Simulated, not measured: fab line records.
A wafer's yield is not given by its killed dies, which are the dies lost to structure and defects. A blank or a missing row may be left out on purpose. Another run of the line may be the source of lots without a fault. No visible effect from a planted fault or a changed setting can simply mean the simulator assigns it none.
fab line records | flow n5Finfet
record lots=8 wafers=24 lastDay=16
route steps=1938 shown DUMMY_GATE@244 SD_EPI_N@263 BEOL_M4@1111 PASSIVATION@1936
lots that met no fault: taken from a fault-free run of the same line
startH: hours from the record's first day to the start of the lot's first wafer shown | waitH: hours elapsed since this lot's preceding step | " unchanged from the row above | L1.1+2: one row covering several wafers at once | - value missing, or start not given | * or withheld: withheld | < > ~ a bound
route shown NAME@n: a module of which the file shows steps, and the number in the route of the first | usual: mean/standard deviation taken from wafers without a fault | same: alike in all rows | chamber/n: place in a boat | sites: readings site by site | _std_site: the standard deviation of these | _edge_site: mean of outer sites minus mean of inner sites | radiusMm: for every site, how far away it sits from the centre of the wafer | mask NAME#n: copy n | behind: the most recent tool/chamber to have shaped the wafer | hold: what put the lot on hold/how long, in hours/how the hold closed | device: which transistor (n, p or np) failed to switch | end of line: the same wafers' tests at the end of the route | a step without rows: its recipe alone | killed: dies lost to structure and defects at the first sort, not the wafer's yield | map: a wafer's dies, x killed, . not, _ none there
set.NAME: the setting as run; set.NAME@STEP: as run at that earlier step | model.NAME: the simulator's own value behind a step, which no gauge read
route steps across a sampled set of lots; one table per step, one row per wafer
services: from which hour (startH, from the record's first day; less than 0 if before it) a tool's chamber was out of use, for how many hours, and why
## steps
# step N5_DUMMY_GATE_STRIP_41
# recipe chemistry=O2 powerW=400 tempC=40 pressureMtorr=30 rfFrequencyHz=6e+07 biasPowerW=0 overashFraction=0.3 o2FlowSccm=225
# usual drypumpMotorCurrentA=5.6/0.58 oesProductAu=0.78/0.085 rfVppV=3.6/0.49 showerheadPlenumPTorr=2.11/0.065 throttleValvePct=16.65/0.24
# columns lot.wafer tool chamber startH waitH drypumpMotorCurrentA oesProductAu rfHoursCounterH rfVppV showerheadPlenumPTorr throttleValvePct
L155.1 rieDiel-03 2 84.83 0.0 6.6 0.70 208 2.7 2.09 16.92
L155.4 " 2 " " 6.6 0.70 - 3.3 2.09 16.92
L155.5 " 0 " " 6.5 0.70 - 3.9 2.17 16.64
L156.3 rieDiel-06 3 90.94 0.0 5.7 0.82 76 3.5 2.21 16.56
L156.4 " 0 " " 6.3 0.77 145 4.1 2.01 16.81
L156.6 " 2 " " 5.0 0.99 - 3.6 2.06 16.15
L158.1 rieDiel-06 2 101.29 0.0 5.0 0.97 6 3.9 2.06 16.14
L158.3 " 1 " " 5.0 0.74 192 3.7 2.09 16.73
L158.5 " 1 " " 5.1 0.73 - 3.6 2.09 16.73
L161.1 rieDiel-01 2 118.51 0.0 6.0 0.83 69 3.8 2.11 16.52
L161.3 " 3 " " 5.9 0.77 170 4.7 2.02 16.86
L161.4 " 1 " " 4.8 0.72 177 3.3 2.16 16.57
L163.1 rieDiel-06 3 130.36 0.0 5.7 0.82 89 3.2 2.20 16.56
L163.3 " 1 " " 5.1 0.73 198 3.4 2.09 16.74
L163.4 " 0 " " 6.3 0.76 156 2.9 2.01 16.83
L164.2 rieDiel-06 3 138.70 0.0 5.7 0.80 91 3.1 2.20 16.58
L164.4 " 2 " " 5.0 0.94 18 3.8 2.06 16.16
L164.5 " 2 " " 4.9 0.93 - 3.0 2.06 16.17
L168.2 rieDiel-06 1 162.64 0.0 5.1 0.72 208 3.3 2.08 16.78
L168.4 " 1 " " 5.1 0.73 - 3.7 2.08 16.76
L168.6 " 3 " " 5.7 0.80 - 3.3 2.20 16.59
L167.1 rieDiel-01 0 166.70 0.0 5.2 0.77 149 4.4 2.10 16.96
L167.2 " 1 " " 4.8 0.71 193 3.3 2.15 16.61
L167.3 " 3 " " 5.9 0.74 186 3.8 2.02 16.88
# step N5_DUMMY_GATE_ETCH_42
# recipe chemistry=CHF3/O2 target=SiO2 targetDepthA=35 timeS=31 ionEnergyEv=30 biasW=12 pressureMtorr=30 sourceW=600 Ar_flow_sccm=200 CHF3_flow_sccm=50 O2_flow_sccm=5
# usual drypumpMotorCurrentA=5.8/0.59 oes_f_703_au=0.76/0.083 oesProductAu=0.76/0.092 rfFwdPowerW=594.6/2.1 rfVppV=42.4/1 showerheadPlenumPTorr=2.43/0.061 throttleValvePct=18.79/0.21
# columns lot.wafer tool chamber startH waitH drypumpMotorCurrentA oes_f_703_au oesProductAu rfFwdPowerW rfHoursCounterH rfVppV showerheadPlenumPTorr throttleValvePct
L155.1 rieDiel-06 2 85.28 0.0 4.9 0.96 1.00 594.4 2 43.4 2.37 18.24
L155.4 " 1 " " 5.1 0.77 0.74 598.9 - 42.9 2.40 18.79
L155.5 " 2 " " 4.9 0.96 0.99 595.1 - 41.8 2.37 18.25
L156.3 rieDiel-01 1 91.39 0.0 4.8 0.73 0.73 591.0 170 42.0 2.49 18.69
L156.4 " 3 " " 5.9 0.76 0.76 591.8 163 42.0 2.31 18.84
L156.6 " 1 " " 4.8 0.73 0.72 597.7 - 40.8 2.49 18.66
L158.1 rieDiel-03 3 101.79 0.1 5.4 0.73 0.73 593.0 185 42.4 2.49 18.92
L158.3 " 2 " " 6.6 0.69 0.69 596.2 215 42.9 2.39 19.02
L158.5 " 2 " " 6.6 0.70 0.69 595.6 - 42.9 2.39 19.01
L161.1 rieDiel-06 0 119.10 0.2 6.3 0.77 0.76 596.1 153 43.1 2.31 18.94
L161.3 " 3 " " 5.8 0.80 0.82 596.8 85 43.8 2.52 18.66
L161.4 " 2 " " 5.0 0.92 0.95 594.7 - 42.8 2.37 18.25
L163.1 rieDiel-03 3 130.81 0.0 5.4 0.73 0.72 595.6 192 43.5 2.49 18.92
L163.3 " 1 " " 5.7 0.93 0.95 591.1 6 41.2 2.46 18.49
L163.4 " 2 " " 6.6 0.69 0.69 593.3 222 42.1 2.39 19.02
L164.2 rieDiel-03 1 139.20 0.1 5.7 0.92 0.95 595.2 8 42.5 2.46 18.49
L164.4 " 0 " " 6.5 0.66 0.67 593.0 237 42.9 2.47 18.66
L164.5 " 0 " " 6.5 0.66 0.68 595.5 - 43.0 2.47 18.66
L168.2 rieDiel-03 1 163.25 0.2 5.7 0.90 0.92 594.7 15 40.9 2.46 18.49
L168.4 " 0 " " 6.5 0.66 0.67 593.5 244 42.9 2.46 18.67
L168.6 " 1 " " 5.6 0.90 0.93 591.9 - 42.0 2.46 18.51
L167.1 rieDiel-03 2 167.20 0.1 6.6 0.69 0.68 598.4 233 44.0 2.38 19.06
L167.2 " 3 " " 5.4 0.72 0.71 596.5 203 40.9 2.48 18.94
L167.3 " 1 " " 5.7 0.90 0.92 591.5 17 42.2 2.46 18.51
# step N5_DUMMY_GATE_STRIP_48
# recipe chemistry=N2/H2 timeS=20 powerW=100 tempC=40 pressureMtorr=100 rfFrequencyHz=6e+07 biasPowerW=3 n2FlowSccm=300 h2FlowSccm=300
# usual drypumpMotorCurrentA=5.8/0.59 oesProductAu=0.77/0.093 rfVppV=45.3/0.84 showerheadPlenumPTorr=3.40/0.094 throttleValvePct=12.26/0.22
# columns lot.wafer tool chamber startH waitH drypumpMotorCurrentA oesProductAu rfHoursCounterH rfVppV showerheadPlenumPTorr throttleValvePct
L155.1 rieDiel-06 2 85.32 0.0 5.0 1.01 2 45.3 3.33 11.67
L155.4 " 1 " " 5.1 0.74 - 45.5 3.34 12.18
L155.5 " 2 " " 5.0 0.99 - 45.1 3.33 11.66
L156.3 rieDiel-01 1 91.43 0.0 4.9 0.72 170 46.6 3.50 12.21
L156.4 " 3 " " 5.9 0.76 163 44.8 3.26 12.34
L156.6 " 1 " " 4.9 0.72 - 45.7 3.50 12.20
L158.1 rieDiel-03 3 101.84 0.0 5.4 0.72 185 45.1 3.50 12.45
L158.3 " 2 " " 6.6 0.69 215 46.8 3.33 12.40
L158.5 " 2 " " 6.6 0.69 - 45.8 3.33 12.40
L161.1 rieDiel-06 0 119.15 0.0 6.3 0.77 153 45.2 3.22 12.34
L161.3 " 3 " " 5.7 0.82 85 45.9 3.54 12.05
L161.4 " 2 " " 5.0 0.97 - 45.0 3.32 11.69
L163.1 rieDiel-03 3 130.86 0.0 5.4 0.72 192 44.9 3.49 12.47
L163.3 " 1 " " 5.7 0.97 6 45.4 3.46 11.87
L163.4 " 2 " " 6.6 0.69 222 45.7 3.33 12.41
L164.2 rieDiel-03 1 139.25 0.0 5.7 0.96 8 46.8 3.46 11.90
L164.4 " 0 " " 6.5 0.68 237 44.5 3.48 12.44
L164.5 " 0 " " 6.5 0.69 - 44.0 3.48 12.43
L168.2 rieDiel-03 1 163.30 0.0 5.7 0.92 15 44.8 3.45 11.89
L168.4 " 0 " " 6.5 0.67 244 46.7 3.48 12.45
L168.6 " 1 " " 5.7 0.93 - 46.4 3.45 11.92
L167.1 rieDiel-03 2 167.25 0.0 6.6 0.67 233 46.1 3.32 12.44
L167.2 " 3 " " 5.4 0.71 203 44.6 3.49 12.51
L167.3 " 1 " " 5.7 0.93 17 44.1 3.45 11.92
# step N5_SD_EPI_N_COAT_33
# recipe resist=SiARC tempC=220 timeS=60 spinRpm=1500 resistThkNm=35
# usual spinSpeedRpm=1500.0/0.96
# same dispensePressureKPa=55
# columns lot.wafer tool chamber startH waitH spinSpeedRpm
L155.1 lithoTrack-01 0 87.46 - 1498.9
L155.4 " 0 " " 1500.2
L155.5 " 0 " " 1500.2
L156.3 lithoTrack-01 0 92.48 - 1499.6
L156.4 " 0 " " 1501.5
L156.6 " 0 " " 1500.0
L158.1 lithoTrack-01 0 102.67 - 1499.6
L158.3 " 0 " " 1501.5
L158.5 " 0 " " 1500.0
L161.1 lithoTrack-01 0 120.78 - 1500.1
L161.3 " 0 " " 1500.6
L161.4 " 0 " " 1499.1
L163.1 lithoTrack-01 0 131.68 - 1500.7
L163.3 " 0 " " 1501.0
L163.4 " 0 " " 1500.6
L164.2 lithoTrack-01 0 140.08 - 1306.2
L164.4 " 0 " " 1307.7
L164.5 " 0 " " 1307.0
L168.2 lithoTrack-01 0 164.13 - 1306.4
L168.4 " 0 " " 1306.1
L168.6 " 0 " " 1307.0
L167.1 lithoTrack-01 0 168.08 - 1308.1
L167.2 " 0 " " 1309.3
L167.3 " 0 " " 1307.3
# step N5_SD_EPI_N_ETCH_34
# recipe chemistry=CF4 target=SiARC targetDepthA=455 maskMaterial=CAR-ArF-block timeS=75.8 ionEnergyEv=80 pressureMtorr=40 sourceW=545 biasW=36 Ar_flow_sccm=100 cf4FlowSccm=100 ends=cleared
# usual drypumpMotorCurrentA=5.8/0.44 etchRfOnTimeS=75.6/1.2 oesProductAu=0.67/0.083 rfFwdPowerW=539.7/2.2 rfVppV=184.3/1.1 showerheadPlenumPTorr=2.15/0.06 throttleValvePct=15.54/0.19
# columns lot.wafer tool chamber startH waitH drypumpMotorCurrentA etchRfOnTimeS oesProductAu rfFwdPowerW rfHoursCounterH rfVppV showerheadPlenumPTorr throttleValvePct
L155.1 rieDiel-02 1 87.82 0.0 5.3 76.2 0.78 540.8 21 184.5 2.18 15.37
L155.4 " 0 " " 5.8 77.0 0.64 536.8 156 183.9 2.05 15.54
L155.5 " 1 " " 5.2 76.6 0.78 540.7 - 183.5 2.18 15.38
L156.3 rieDiel-04 0 92.84 0.0 5.2 76.3 0.58 541.4 233 184.0 2.12 15.52
L156.4 " 3 " " 6.5 75.5 0.63 536.2 169 183.0 2.21 15.60
L156.6 " 3 " " 6.5 75.6 0.64 535.0 - 185.0 2.21 15.60
L158.1 rieDiel-02 3 103.16 0.0 5.7 77.9 0.59 540.7 247 185.3 2.19 15.62
L158.3 " 1 " " 5.2 76.7 0.77 539.0 26 184.7 2.18 15.39
L158.5 " 0 " " 5.8 77.2 0.64 540.2 - 184.1 2.05 15.53
L161.1 rieDiel-05 0 121.55 0.0 5.7 74.9 0.82 541.4 7 181.9 2.09 15.30
L161.3 " 2 " " 6.5 77.0 0.61 541.3 221 185.4 2.21 15.99
L161.4 " 1 " " 5.6 73.7 0.77 539.1 26 183.6 2.10 15.51
L163.1 rieDiel-04 3 132.05 0.0 6.5 76.3 0.63 536.3 180 185.5 2.21 15.61
L163.3 " 2 " " 5.8 73.8 0.61 541.8 223 183.8 2.11 15.79
L163.4 " 1 " " 5.3 74.1 0.79 539.2 18 183.8 2.18 15.32
L164.2 rieDiel-04 2 140.44 0.0 5.8 80.1 0.61 540.8 226 183.2 2.11 15.79
L164.4 " 1 " " 5.4 79.6 0.79 542.6 21 185.4 2.18 15.32
L164.5 " 1 " " 5.4 79.2 0.80 543.1 - 183.1 2.18 15.32
L168.2 rieDiel-04 3 164.49 0.0 6.5 81.4 0.62 535.9 195 183.7 2.20 15.64
L168.4 " 3 " " 6.5 81.1 0.61 536.1 - 184.5 2.20 15.65
L168.6 " 2 " " 5.8 79.2 0.60 540.4 - 183.9 2.11 15.81
L167.1 rieDiel-02 1 168.75 0.0 5.3 81.0 0.74 542.8 51 185.0 2.17 15.45
L167.2 " 3 " " 5.6 80.1 0.78 540.6 13 184.0 2.19 15.17
L167.3 " 2 " " 6.2 81.0 0.70 537.7 75 185.0 2.24 15.34
# step N5_BEOL_M4_RC_MEAS_101
# usual DIBL_N=36.2/1.6 DIBL_P=36.5/1.9 IOFF_N=0.158/0.027 IOFF_P=0.21/0.038 ION_N=675/12 ION_P=464/8.9 SS_N=71.5/0.61 SS_P=73.4/0.59 VT_N=250.4/3 VT_P=-250/3.6
# columns lot.wafer tool chamber startH waitH DIBL_N[mV/V] DIBL_P[mV/V] IOFF_N[nA/um] IOFF_P[nA/um] ION_N[uA/um] ION_P[uA/um] SS_N[mV/dec] SS_P[mV/dec] VT_N[mV] VT_P[mV]
L155.1 prober-01 0 202.49 0.0 37.8 37.8 0.168 0.21 684 461 72.0 73.6 253.7 -250
L155.4 " 0 " " 38.4 38.4 0.180 0.22 689 461 71.5 74.4 249.0 -250
L155.5 " 0 " " 39.3 39.3 0.192 0.24 680 463 71.3 74.3 251.1 -253
L156.3 prober-01 0 211.01 0.3 34.9 34.8 0.129 0.20 673 465 71.5 73.4 255.7 -249
L156.4 " 0 " " 34.2 34.6 0.121 0.19 665 461 71.3 72.7 254.4 -251
L156.6 " 0 " " 36.7 37.9 0.165 0.25 685 474 72.1 73.2 248.9 -245
L158.1 prober-02 0 218.98 0.0 37.6 38.5 0.184 0.24 698 475 72.1 73.9 245.7 -249
L158.3 " 0 " " 35.8 37.4 0.158 0.22 686 467 71.1 73.5 250.7 -249
L158.5 " 0 " " 35.6 37.4 0.165 0.22 696 477 71.1 73.4 247.4 -248
L161.1 prober-02 0 251.76 0.0 34.4 33.6 0.128 0.15 658 446 70.3 72.3 251.3 -258
L161.3 " 0 " " 37.1 37.9 0.175 0.22 672 456 71.5 74.1 248.8 -250
L161.4 " 0 " " 36.1 35.3 0.154 0.17 674 456 71.2 72.9 248.4 -251
L163.1 prober-01 0 255.25 0.0 36.2 37.1 0.157 0.25 685 473 70.6 73.1 247.2 -246
L163.3 " 0 " " 39.3 40.7 0.232 0.31 699 480 72.4 74.5 243.7 -241
L163.4 " 0 " " 38.4 39.7 0.198 0.31 686 474 71.0 74.5 244.2 -240
L164.2 prober-02 0 275.25 0.2 37.1 37.4 0.173 0.23 671 463 72.1 73.3 249.0 -249
L164.4 " 0 " " 38.5 39.3 0.206 0.26 692 472 72.1 73.4 246.0 -246
L164.5 " 0 " " 34.4 34.7 0.120 0.17 666 460 70.2 72.3 255.4 -254
L168.2 prober-01 0 276.87 0.2 37.6 39.8 0.205 0.24 676 460 72.9 74.1 246.6 -249
L168.4 " 0 " " 35.3 38.0 0.153 0.21 669 462 71.9 74.0 252.0 -251
L168.6 " 0 " " 34.3 36.5 0.132 0.18 658 459 71.9 73.4 253.2 -253
L167.1 prober-01 0 281.24 0.0 35.9 35.2 0.144 0.20 699 475 71.7 73.5 248.9 -250
L167.2 " 0 " " 37.0 37.2 0.162 0.23 691 467 71.6 74.1 248.4 -251
L167.3 " 0 " " 38.6 40.1 0.212 0.30 705 488 72.1 74.0 245.7 -242
# step N5_PASSIVATION_PROBE_49
# usual defectLimitedYield=91.3/1.7 killed_at_M0_to_M3=33/11 killed_at_M4_up=14/5.5 killedAtContacts=13/6.5 killedAtFrontEnd=39/13 killedAtOther=3.4/2.9 killedDies=103/20 killedOpen=69/15 killedShort=32/8.1 sort_bin_5_function=5.1/1.1 sort_bin_6_memory=3.3/0.74 sortNPass=1077/20 sortYieldPct=91.3/1.7
# same grossDies=1180 killedAtBackSide=0 sort_bin_4_leakage[%]=0 sort_bin_8_speed[%]=0
# columns lot.wafer tool chamber startH waitH defectLimitedYield[%] killed_at_M0_to_M3 killed_at_M4_up killedAtContacts killedAtFrontEnd killedAtOther killedDies killedOpen killedShort sort_bin_5_function[%] sort_bin_6_memory[%] sortNPass sortYieldPct[%]
L155.1 prober-02 - 314.53 0.0 94.2 23 25 0 20 1 69 51 18 3.0 2.7 1111 94.2
L155.4 prober-02 - 314.68 0.2 94.8 26 10 3 19 3 61 41 19 2.9 2.0 1119 94.8
L155.5 prober-02 - 314.73 0.2 92.7 28 17 2 34 5 86 57 26 4.3 2.7 1094 92.7
L158.1 prober-02 - 336.34 0.0 90.3 34 8 26 43 3 114 84 30 6.3 3.0 1066 90.3
L158.3 prober-02 - 336.44 0.1 92.0 41 9 16 25 3 94 63 31 4.8 3.0 1086 92.0
L158.5 prober-02 - 336.54 0.2 92.9 30 10 17 26 1 84 59 24 4.1 2.7 1096 92.9
L163.1 prober-01 - 362.28 0.0 91.9 27 14 6 48 0 95 63 29 4.6 3.1 1085 91.9
L163.3 prober-01 - 362.38 0.1 93.6 22 12 7 32 3 76 51 24 3.5 2.5 1104 93.6
L163.4 prober-01 - 362.43 0.2 90.2 24 14 9 68 1 116 77 34 5.9 3.6 1064 90.2
L164.2 prober-01 - 378.19 0.1 91.6 25 17 14 43 0 99 68 30 5.3 3.0 1081 91.6
L164.4 prober-01 - 378.29 0.2 90.3 52 11 11 40 1 115 87 28 4.7 4.7 1065 90.3
L164.5 prober-01 - 378.34 0.2 90.8 34 9 18 42 5 108 82 26 4.7 4.2 1072 90.8
L168.2 prober-01 - 385.79 0.1 91.5 31 9 9 47 4 100 70 28 4.5 3.6 1080 91.5
L168.4 prober-01 - 385.89 0.2 91.9 22 6 21 34 13 96 60 36 5.1 2.9 1084 91.9
L168.6 prober-01 - 385.99 0.3 89.0 38 13 20 54 5 130 88 37 6.2 4.1 1050 89.0
# killed by level:class
L155.1 BEOL_M4:geometricParticle:open=16 BEOL_M3:geometricParticle:open=6 BEOL_M1:geometricParticle:open=4 BEOL_M2:geometricParticle:open=4 FIN_SAQP:geometricParticle:open=3 STI_FIN_REVEAL:geometricParticle:open=3 GATE_CUT:geometricParticle:open=3 BEOL_M0_SAQP:geometricParticle:open=3
L155.4 BEOL_M3:geometricParticle:open=8 BEOL_M2:geometricParticle:open=6 FIN_SAQP:geometricParticle:short=4 STARTING-WAFER:geometricParticle:open=4 BEOL_M4:geometricParticle:open=4 MOL_CONTACT_COAG:geometricParticle:open=3 BEOL_M1:geometricParticle:open=3 BEOL_M3:geometricParticle:short=3
L155.5 BEOL_M4:geometricParticle:open=8 STI_FIN_REVEAL:geometricParticle:open=7 GATE_CUT:geometricParticle:short=6 BEOL_M3:geometricParticle:open=6 BEOL_M1:geometricParticle:open=5 BEOL_M2:geometricParticle:open=4 PAD_METAL:geometricParticle:short=4 FIN_SAQP:geometricParticle:open=3
L158.1 MOL_CONTACT_COAG:geometricParticle:open=25 FIN_SAQP:geometricParticle:open=8 STI_FIN_REVEAL:geometricParticle:open=8 BEOL_M0_SAQP:geometricParticle:open=8 FIN_SAQP:geometricParticle:short=7 DUMMY_GATE:geometricParticle:open=7 BEOL_M0_SAQP:geometricParticle:short=7 SPACER0:geometricParticle:short=6
L158.3 MOL_CONTACT_COAG:geometricParticle:open=13 BEOL_M3:geometricParticle:open=12 BEOL_M0_SAQP:geometricParticle:short=11 BEOL_M0_SAQP:geometricParticle:open=8 STI_FIN_REVEAL:geometricParticle:open=4 BEOL_M1:geometricParticle:open=4 BEOL_M2:geometricParticle:open=4 BEOL_M4:geometricParticle:open=4
L158.5 MOL_CONTACT_COAG:geometricParticle:open=12 BEOL_M0_SAQP:geometricParticle:open=10 BEOL_M0_SAQP:geometricParticle:short=9 FIN_SAQP:geometricParticle:open=7 MOL_CONTACT_COAG:geometricParticle:short=5 BEOL_M4:geometricParticle:short=4 DUMMY_GATE:geometricParticle:open=4 BEOL_M1:geometricParticle:open=4
L163.1 STI_FIN_REVEAL:geometricParticle:open=17 GATE_CUT:geometricParticle:short=11 BEOL_M3:geometricParticle:open=10 GATE_CUT:geometricParticle:open=6 MOL_CONTACT_COAG:geometricParticle:open=6 BEOL_M2:geometricParticle:open=5 FIN_SAQP:geometricParticle:open=4 BEOL_M0_SAQP:geometricParticle:short=4
L163.3 BEOL_M1:geometricParticle:open=9 BEOL_M0_SAQP:geometricParticle:open=6 STI_FIN_REVEAL:geometricParticle:open=5 MOL_CONTACT_COAG:geometricParticle:open=5 BEOL_M4:geometricParticle:open=5 FIN_SAQP:geometricParticle:open=4 DUMMY_GATE:geometricParticle:open=4 GATE_CUT:geometricParticle:short=4
L163.4 STI_FIN_REVEAL:geometricParticle:open=15 STARTING-WAFER:geometricParticle:short=10 GATE_CUT:geometricParticle:short=9 BEOL_M1:geometricParticle:open=9 GATE_CUT:geometricParticle:open=9 MOL_CONTACT_COAG:geometricParticle:open=9 BEOL_M3:geometricParticle:open=6 FIN_SAQP:geometricParticle:open=5
L164.2 FIN_SAQP:geometricParticle:open=18 MOL_CONTACT_COAG:geometricParticle:open=11 BEOL_M6:geometricParticle:open=6 FIN_SAQP:geometricParticle:short=5 BEOL_M3:geometricParticle:open=5 BEOL_M1:geometricParticle:open=5 BEOL_M2:geometricParticle:open=5 STI_FIN_REVEAL:geometricParticle:open=3
L164.4 FIN_SAQP:geometricParticle:open=16 BEOL_M0_SAQP:geometricParticle:open=14 STI_FIN_REVEAL:geometricParticle:open=12 MOL_CONTACT_COAG:geometricParticle:open=10 BEOL_M0_SAQP:geometricParticle:short=10 BEOL_M3:geometricParticle:open=10 BEOL_M1:geometricParticle:open=9 FIN_SAQP:geometricParticle:short=6
L164.5 MOL_CONTACT_COAG:geometricParticle:open=15 FIN_SAQP:geometricParticle:open=12 BEOL_M2:geometricParticle:open=10 BEOL_M0_SAQP:geometricParticle:open=8 BEOL_M0_SAQP:geometricParticle:short=7 FIN_SAQP:geometricParticle:short=6 DUMMY_GATE:geometricParticle:open=5 STARTING-WAFER:geometricParticle:open=5
L168.2 FIN_SAQP:geometricParticle:open=10 STI_FIN_REVEAL:geometricParticle:open=10 BEOL_M2:geometricParticle:open=8 MOL_CONTACT_COAG:geometricParticle:open=7 BEOL_M3:geometricParticle:open=7 FIN_SAQP:geometricParticle:short=6 BEOL_M0_SAQP:geometricParticle:open=6 BEOL_M0_SAQP:geometricParticle:short=6
L168.4 MOL_CONTACT_COAG:geometricParticle:open=15 FIN_SAQP:geometricParticle:open=8 STI_FIN_REVEAL:geometricParticle:open=6 MOL_CONTACT_COAG:geometricParticle:short=6 PASS1_CAP:geometricParticle:short=6 BEOL_M1:geometricParticle:open=5 FIN_SAQP:geometricParticle:short=4 BEOL_M0_SAQP:geometricParticle:open=4
L168.6 MOL_CONTACT_COAG:geometricParticle:open=17 BEOL_M2:geometricParticle:open=17 STI_FIN_REVEAL:geometricParticle:open=14 FIN_SAQP:geometricParticle:short=8 BEOL_M0_SAQP:geometricParticle:open=6 FIN_SAQP:geometricParticle:open=5 BEOL_M3:geometricParticle:open=5 BEOL_M4:geometricParticle:open=5
## services
# columns tool chamber startH hours kind
rieDiel-05 3 61.42 - clean
rieDiel-05 3 61.42 - consumableReplace:focusRing
rieDiel-05 3 61.42 - consumableReplace:showerhead
rieDiel-02 3 63.35 3.5 repair
rieDiel-06 2 64.41 - clean
rieDiel-06 2 64.41 - consumableReplace:focusRing
rieDiel-06 2 64.41 15.0 scheduledDown
rieDiel-06 2 64.41 15.0 ventCycle
rieDiel-03 1 77.68 - clean
rieDiel-03 1 77.68 - consumableReplace:focusRing
rieDiel-03 1 77.68 28.1 scheduledDown
rieDiel-03 1 77.68 28.1 ventCycle
rieDiel-06 3 84.92 1.6 repair
rieDiel-02 - 93.56 0.3 repair
rieDiel-02 3 113.81 - clean
rieDiel-02 3 113.81 - consumableReplace:focusRing
rieDiel-03 - 116.21 0.6 repair
rieDiel-03 - 123.78 2.8 pm
rieDiel-06 0 160.21 2.8 repair
rieDiel-04 0 163.15 - clean
rieDiel-04 0 163.15 - consumableReplace:focusRing
rieDiel-04 0 163.15 21.2 scheduledDown
rieDiel-04 0 163.15 21.2 ventCycle
rieDiel-04 2 165.46 6.9 repair
## key
firstSign step=N5_SD_EPI_N_COAT_33 reading=spinSpeedRpm direction=down sigmas=99+ usual=* struck=*
effect step=N5_SD_EPI_N_ETCH_34 reading=etchRfOnTimeS direction=up sigmas=4 usual=* struck=*
metAt N5_SD_EPI_N_COAT_33
struckLots L164,L167,L168
notActingAt N5_DUMMY_GATE_STRIP_41,N5_DUMMY_GATE_ETCH_42,N5_DUMMY_GATE_STRIP_48
onsetBetween 131.68 140.08
fault kind=processParameterDrift tool=lithoTrack-01 chamber=- onsetH=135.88 steps=N5_SD_EPI_N_COAT_33 channel=spinRpm offset=* shape=step endH=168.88 actsIn=* stated=*
